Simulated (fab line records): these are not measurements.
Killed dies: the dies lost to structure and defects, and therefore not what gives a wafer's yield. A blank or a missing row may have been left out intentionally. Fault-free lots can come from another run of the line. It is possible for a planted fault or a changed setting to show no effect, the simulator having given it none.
What tool caused it? / flow n5Finfet / 11 lots, 32 wafers sampled, at 4 steps of a route of 1938

## WHAT EACH GAUGE READ, for each wafer
N5_BEOL_M5_OVL_MEAS_12.
lot=L782; measured=day 10 02:45; on=overlay-02; M5_OVL (nm)=0.6 0.9 0.9
lot=L784; measured=day 10 06:24; on=overlay-01; M5_OVL (nm)=1.5 1.4 0.7
lot=L786; measured=day 10 08:37; on=overlay-01; M5_OVL (nm)=0.8 1.6 1.9
lot=L787; measured=day 10 19:41; on=overlay-01; M5_OVL (nm)=0.2 0.8 0.0
lot=L789; measured=day 11 14:17; on=overlay-01; M5_OVL (nm)=0.4 0.6 0.8
lot=L794; measured=day 12 10:03; on=overlay-02; M5_OVL (nm)=0.2 0.3 0.6
lot=L793; measured=day 12 16:10; on=overlay-02; M5_OVL (nm)=-0.2 0.4 -0.1
lot=L792; measured=day 12 17:31; on=overlay-02; M5_OVL (nm)=0.3 0.2 -0.3
lot=L796; measured=day 13 00:52; on=overlay-02; M5_OVL (nm)=-0.5 1.4 1.2
lot=L798; measured=day 13 23:18; on=overlay-02; M5_OVL (nm)=0.7 -0.2 -0.2
lot=L801; measured=day 14 09:45; on=overlay-02; M5_OVL (nm)=0.8 1.2

N5_BEOL_M5_INSPECT_30: inspects for defects (brightfield).
lot=L782; measured=day 10 05:59; on=defectInspect-01; rawDefectCount=356 392 350
lot=L784; measured=day 10 07:47; on=defectInspect-01; rawDefectCount=422 375 508
lot=L786; measured=day 10 12:23; on=defectInspect-01; rawDefectCount=471 409 327
lot=L787; measured=day 10 23:32; on=defectInspect-01; rawDefectCount=300 439 322
lot=L789; measured=day 11 16:05; on=defectInspect-01; rawDefectCount=357 300 484
lot=L794; measured=day 12 11:09; on=defectInspect-02; rawDefectCount=431 395 537
lot=L793; measured=day 12 17:15; on=defectInspect-02; rawDefectCount=359 360 555
lot=L792; measured=day 12 20:55; on=defectInspect-01; rawDefectCount=425 343 407
lot=L796; measured=day 13 04:14; on=defectInspect-01; rawDefectCount=479 330 283
lot=L798; measured=day 14 00:13; on=defectInspect-02; rawDefectCount=459 574 612
lot=L801; measured=day 14 11:27; on=defectInspect-01; rawDefectCount=480 297

## WHICH TOOL RAN EACH LOT (tool, then ch and the chambers of the sampled wafers, then the start)
lot=L782; N5_BEOL_M5_CURE_79=uvCure-01 ch 2, day 10 01:28; N5_BEOL_M5_COAT_74=lithoTrack-03 ch 0, day 10 05:38
lot=L784; N5_BEOL_M5_CURE_79=uvCure-02 ch 2, day 10 04:23; N5_BEOL_M5_COAT_74=lithoTrack-05 ch 0, day 10 07:18
lot=L786; N5_BEOL_M5_CURE_79=uvCure-01 ch 0, day 10 07:40; N5_BEOL_M5_COAT_74=lithoTrack-03 ch 0, day 10 12:01
lot=L787; N5_BEOL_M5_CURE_79=uvCure-01 ch 1, day 10 18:23; N5_BEOL_M5_COAT_74=lithoTrack-02 ch 0, day 10 23:02
lot=L789; N5_BEOL_M5_CURE_79=uvCure-02 ch 1, day 11 12:55; N5_BEOL_M5_COAT_74=lithoTrack-05 ch 0, day 11 15:36
lot=L794; N5_BEOL_M5_CURE_79=uvCure-03 ch 2, day 12 08:29; N5_BEOL_M5_COAT_74=lithoTrack-05 ch 0, day 12 10:44
lot=L793; N5_BEOL_M5_CURE_79=uvCure-03 ch 2, day 12 12:44; N5_BEOL_M5_COAT_74=lithoTrack-02 ch 0, day 12 16:53
lot=L792; N5_BEOL_M5_CURE_79=uvCure-01 ch 2, day 12 13:43; N5_BEOL_M5_COAT_74=lithoTrack-02 ch 0, day 12 20:31
lot=L796; N5_BEOL_M5_CURE_79=uvCure-01 ch 0, day 12 22:50; N5_BEOL_M5_COAT_74=lithoTrack-05 ch 0, day 13 03:53
lot=L798; N5_BEOL_M5_CURE_79=uvCure-02 ch 0, day 13 19:49; N5_BEOL_M5_COAT_74=lithoTrack-02 ch 0, day 13 23:51
lot=L801; N5_BEOL_M5_CURE_79=uvCure-03 ch 2, day 14 07:53; N5_BEOL_M5_COAT_74=lithoTrack-03 ch 0, day 14 11:05
- N5_BEOL_M5_CURE_79: cures SiCOH lowk, time 240 s.
- N5_BEOL_M5_COAT_74: time 60 s, resist thk 5 nm.

## AS READ BY THE TOOLS THEMSELVES (means over the sampled wafers that have a number; for cases with no such wafer, the mark the record gives instead)
N5_BEOL_M5_CURE_79.
lot=L782; tool=uvCure-01; lampPowerPct (%)=52.27; wafer_temp_C_max=387.8
lot=L784; tool=uvCure-02; lampPowerPct (%)=52.30; wafer_temp_C_max=386.5
lot=L786; tool=uvCure-01; lampPowerPct (%)=52.32; wafer_temp_C_max=386.6
lot=L787; tool=uvCure-01; lampPowerPct (%)=52.26; wafer_temp_C_max=387.1
lot=L789; tool=uvCure-02; lampPowerPct (%)=52.33; wafer_temp_C_max=386.5
lot=L794; tool=uvCure-03; lampPowerPct (%)=52.40; wafer_temp_C_max=386.7
lot=L793; tool=uvCure-03; lampPowerPct (%)=52.34; wafer_temp_C_max=387.3
lot=L792; tool=uvCure-01; lampPowerPct (%)=52.31; wafer_temp_C_max=387.3
lot=L796; tool=uvCure-01; lampPowerPct (%)=52.34; wafer_temp_C_max=386.0
lot=L798; tool=uvCure-02; lampPowerPct (%)=52.30; wafer_temp_C_max=387.5
lot=L801; tool=uvCure-03; lampPowerPct (%)=52.26; wafer_temp_C_max=386.9

N5_BEOL_M5_COAT_74.
lot=L782; tool=lithoTrack-03; chillPlateTempC (C)=22.96; spinSpeedRpm (rpm)=1499.8
lot=L784; tool=lithoTrack-05; chillPlateTempC (C)=23.09; spinSpeedRpm (rpm)=1499.5
lot=L786; tool=lithoTrack-03; chillPlateTempC (C)=22.96; spinSpeedRpm (rpm)=1500.0
lot=L787; tool=lithoTrack-02; chillPlateTempC (C)=22.96; spinSpeedRpm (rpm)=1500.6
lot=L789; tool=lithoTrack-05; chillPlateTempC (C)=23.18; spinSpeedRpm (rpm)=1500.7
lot=L794; tool=lithoTrack-05; chillPlateTempC (C)=22.94; spinSpeedRpm (rpm)=1826.7
lot=L793; tool=lithoTrack-02; chillPlateTempC (C)=22.95; spinSpeedRpm (rpm)=1500.5
lot=L792; tool=lithoTrack-02; chillPlateTempC (C)=23.04; spinSpeedRpm (rpm)=1500.2
lot=L796; tool=lithoTrack-05; chillPlateTempC (C)=22.98; spinSpeedRpm (rpm)=1825.5
lot=L798; tool=lithoTrack-02; chillPlateTempC (C)=22.83; spinSpeedRpm (rpm)=1498.8
lot=L801; tool=lithoTrack-03; chillPlateTempC (C)=22.84; spinSpeedRpm (rpm)=1500.9

## THE ANSWER, worked out from the rows above alone
Rule: the usual values come from the lots themselves. Put in order of their means at a reading, lots are off if they are a third of the lots or fewer, leave a main group of 4 or more, and stand apart from it by a gap of 3 or more times the standard deviation of the main group's means; of several such gaps the widest counts. Not used: any main group whose means are identical at the precision the tables above print for the reading. A lot without any number at a reading at which 4 lots or more have one is off too. All remaining lots with rows at the step are treated as sound. First the gauges in route order, then the tools' own readings, where a lot's mean is used as printed above. At the first step where some lot is off, the reading lying furthest off is the one used; lots without a number count as furthest.
Off: L794, L796 (N5_BEOL_M5_COAT_74, spinSpeedRpm). Main group: mean 1500.1 rpm, sd 0.63.
A tool fits if, at that step or a process step before it, it ran every lot that is off, and no sound lot after the first of them. One fits: N5_BEOL_M5_COAT_74 on lithoTrack-05. A fault onset in the window from L789 (day 11 15:36, its last sound lot) to L794 (day 12 10:44, its first lot off) fits.
On the lots that are off, the tool's own readings at N5_BEOL_M5_COAT_74 differ by more than 5 times the standard deviation of the sound lots' means, which bears it out; spinSpeedRpm reads 1826.1 rpm there versus 1500.1 rpm on the sound lots.

## WHAT WAS PUT IN BY THE SIMULATOR
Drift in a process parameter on lithoTrack-05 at N5_BEOL_M5_COAT_74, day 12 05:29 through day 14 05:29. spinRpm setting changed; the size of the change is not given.
Shown lots that were struck: L794, L796. This agrees with what the rule above found.
